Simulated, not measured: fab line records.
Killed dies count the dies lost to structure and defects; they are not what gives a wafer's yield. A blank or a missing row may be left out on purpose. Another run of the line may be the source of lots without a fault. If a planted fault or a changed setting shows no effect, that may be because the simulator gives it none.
Which tool was responsible? + flow nand_harc + 36 wafers from 12 lots sampled at 4 of the route's 1159 steps

== WHAT THE GAUGES READ, wafer by wafer ==
NHARC_P_ZERO_WELL_CD_MEAS_24: the cd target is 720 nm. Usual: 720.7 nm for cd_nm, sd 2.2.
| lot  | measured    | on        | cd_nm (nm)        | flag |
|------|-------------|-----------|-------------------|------|
| L687 | day 1 20:29 | cd_sem-03 | 717.1 723.5 718.7 |      |
| L688 | day 2 02:38 | cd_sem-03 | 721.6 721.4 722.6 |      |
| L689 | day 2 08:37 | cd_sem-03 | 721.4 721.8 720.5 |      |
| L691 | day 2 20:30 | cd_sem-02 | 719.8 721.6 721.4 |      |
| L692 | day 3 02:32 | cd_sem-01 | 717.6 717.9 721.1 |      |
| L694 | day 3 14:31 | cd_sem-03 | 721.3 718.3 723.2 |      |
| L695 | day 3 20:59 | cd_sem-03 | 720.6 721.3 720.4 |      |
| L696 | day 4 02:37 | cd_sem-01 | 714.0 714.2 713.9 | OFF  |
| L699 | day 4 20:29 | cd_sem-03 | 719.8 718.2 721.0 |      |
| L706 | day 6 14:43 | cd_sem-01 | 722.2 724.7 723.5 |      |
| L707 | day 6 20:23 | cd_sem-02 | 719.9 722.3 720.7 |      |
| L709 | day 7 08:28 | cd_sem-02 | 721.5 720.6 717.9 |      |

NHARC_P_STI_INSPECT_25. Usual: 215 for raw_defect_count, sd 78.
| lot  | measured    | on                | raw_defect_count | flag |
|------|-------------|-------------------|------------------|------|
| L687 | day 4 00:05 | defect_inspect-01 | 204 268 274      |      |
| L688 | day 4 08:20 | defect_inspect-01 | 237 208 157      |      |
| L689 | day 4 16:22 | defect_inspect-01 | 233 154 258      |      |
| L691 | day 5 00:18 | defect_inspect-02 | 157 139 125      |      |
| L692 | day 5 05:25 | defect_inspect-01 | 151 145 387      |      |
| L694 | day 5 14:29 | defect_inspect-01 | 208 306 237      |      |
| L695 | day 5 22:04 | defect_inspect-02 | 162 199 117      |      |
| L696 | day 6 04:07 | defect_inspect-02 | 228 295 116      |      |
| L699 | day 6 21:35 | defect_inspect-01 | 277 119 190      |      |
| L706 | day 8 12:26 | defect_inspect-01 | 136 143 110      |      |
| L707 | day 9 02:12 | defect_inspect-02 | 276 166 274      |      |
| L709 | day 9 10:56 | defect_inspect-01 | 267 153 324      |      |

== EACH LOT AND THE TOOL THAT RAN IT (in order: tool; ch and the chambers of the sampled wafers; start) ==
| lot  | NHARC_P_ZERO_WELL_EXPOSE_21      | NHARC_P_ZERO_WELL_DESCUM_54       |
|------|----------------------------------|-----------------------------------|
| L687 | krf_scanner-02 ch 0, day 1 20:19 | rie_diel-07 ch 0,1,3, day 1 23:47 |
| L688 | krf_scanner-02 ch 0, day 2 02:29 | rie_diel-04 ch 1,2,3, day 2 06:05 |
| L689 | krf_scanner-01 ch 0, day 2 08:28 | rie_diel-09 ch 0,1,3, day 2 12:04 |
| L691 | krf_scanner-03 ch 0, day 2 20:21 | rie_diel-07 ch 0,2,3, day 2 23:57 |
| L692 | krf_scanner-02 ch 0, day 3 02:22 | rie_diel-09 ch 0,3, day 3 05:59   |
| L694 | krf_scanner-03 ch 0, day 3 14:22 | rie_diel-07 ch 0,3, day 3 17:54   |
| L695 | krf_scanner-01 ch 0, day 3 20:50 | rie_diel-09 ch 1,2,3, day 4 00:28 |
| L696 | krf_scanner-02 ch 0, day 4 02:27 | rie_diel-07 ch 0,1, day 4 05:59   |
| L699 | krf_scanner-01 ch 0, day 4 20:19 | rie_diel-04 ch 0,2, day 5 03:40   |
| L706 | krf_scanner-02 ch 0, day 6 14:32 | rie_diel-09 ch 0,1,3, day 6 18:06 |
| L707 | krf_scanner-02 ch 0, day 6 20:14 | rie_diel-07 ch 1,2, day 6 23:50   |
| L709 | krf_scanner-02 ch 0, day 7 08:19 | rie_diel-07 ch 0,1,2, day 7 11:54 |
- NHARC_P_ZERO_WELL_EXPOSE_21: exposes mask P NWELL, target cd 720 nm.
- NHARC_P_ZERO_WELL_DESCUM_54: chemistry O2, time 3 s.

== AS READ BY THE TOOLS THEMSELVES (means over the sampled wafers that have a number; for cases with no such wafer, the mark the record gives instead) ==
NHARC_P_ZERO_WELL_EXPOSE_21. Usual: reticle_temp_C 22.99 C, standard deviation 0.1; stage_vel_mm_s 499.99 mm/s, standard deviation 0.25.
| lot  | tool           | reticle_temp_C (C) | stage_vel_mm_s (mm/s) | flag |
|------|----------------|--------------------|-----------------------|------|
| L687 | krf_scanner-02 | 23.06              | 500.10                |      |
| L688 | krf_scanner-02 | 22.88              | 500.18                |      |
| L689 | krf_scanner-01 | 23.03              | 499.86                |      |
| L691 | krf_scanner-03 | 22.92              | 499.87                |      |
| L692 | krf_scanner-02 | 23.13              | 499.89                |      |
| L694 | krf_scanner-03 | 23.02              | 500.06                |      |
| L695 | krf_scanner-01 | 23.07              | 500.00                |      |
| L696 | krf_scanner-02 | 23.08              | 499.72                |      |
| L699 | krf_scanner-01 | 23.01              | 500.30                |      |
| L706 | krf_scanner-02 | 22.96              | 499.86                |      |
| L707 | krf_scanner-02 | 22.85              | 500.30                |      |
| L709 | krf_scanner-02 | 23.04              | 499.88                |      |

NHARC_P_ZERO_WELL_DESCUM_54. Usual: drypump_motor_current_A 5.8 A, standard deviation 0.38; oes_product_au 0.998 a.u., standard deviation 0.013; rf_vpp_V 57.7 V, standard deviation 0.81; showerhead_plenum_p_Torr 1.90 Torr, standard deviation 0.094; throttle_valve_pct 11.311 %, standard deviation 0.0095.
| lot  | tool        | drypump_motor_current_A (A) | oes_product_au (a.u.) | rf_vpp_V (V) | showerhead_plenum_p_Torr (Torr) | throttle_valve_pct (%) | flag |
|------|-------------|-----------------------------|-----------------------|--------------|---------------------------------|------------------------|------|
| L687 | rie_diel-07 | 5.4                         | 1.001                 | 58.0         | 1.90                            | 11.314                 |      |
| L688 | rie_diel-04 | 5.9                         | 1.010                 | 57.4         | 1.90                            | 11.308                 |      |
| L689 | rie_diel-09 | 6.2                         | 0.993                 | 57.8         | 1.93                            | 11.309                 |      |
| L691 | rie_diel-07 | 5.6                         | 0.989                 | 57.9         | 1.81                            | 11.305                 |      |
| L692 | rie_diel-09 | 6.2                         | 1.009                 | 57.5         | 1.87                            | 11.313                 |      |
| L694 | rie_diel-07 | 5.6                         | 0.997                 | 57.4         | 1.82                            | 11.311                 |      |
| L695 | rie_diel-09 | 6.0                         | 0.993                 | 58.1         | 1.92                            | 11.312                 |      |
| L696 | rie_diel-07 | 5.5                         | 0.998                 | 57.9         | 1.89                            | 11.316                 |      |
| L699 | rie_diel-04 | 5.9                         | 0.989                 | 58.2         | 1.95                            | 11.314                 |      |
| L706 | rie_diel-09 | 6.1                         | 0.996                 | 57.3         | 1.93                            | 11.307                 |      |
| L707 | rie_diel-07 | 5.4                         | 1.004                 | 57.8         | 1.89                            | 11.305                 |      |
| L709 | rie_diel-07 | 5.4                         | 0.991                 | 57.6         | 1.89                            | 11.311                 |      |

== THE ANSWER, worked out from the rows above alone ==
Rule: take the mean of a lot's wafers that have a number; if it is more than 3 standard deviations from the usual mean, the lot is off. Also off: a lot with no number at a reading for which 4 or more lots have one. The other lots that the step has rows for count as sound. After the gauges, taken in route order, come the tools' own readings; for these a lot's mean is taken, as printed above. The first step at which some lot is off is used, and at that step the reading that is off furthest; a lot without a number counts as furthest.
Off: L696 (NHARC_P_ZERO_WELL_CD_MEAS_24, cd_nm).
If a tool, at a process step before that reading, ran all the lots that are off and no sound lot after the first of them, it fits. Those tools and the gauges at NHARC_P_ZERO_WELL_CD_MEAS_24 are tried in the same way. Not one of the candidates tried fits.

== WHAT THE SIMULATOR HAD PUT IN ==
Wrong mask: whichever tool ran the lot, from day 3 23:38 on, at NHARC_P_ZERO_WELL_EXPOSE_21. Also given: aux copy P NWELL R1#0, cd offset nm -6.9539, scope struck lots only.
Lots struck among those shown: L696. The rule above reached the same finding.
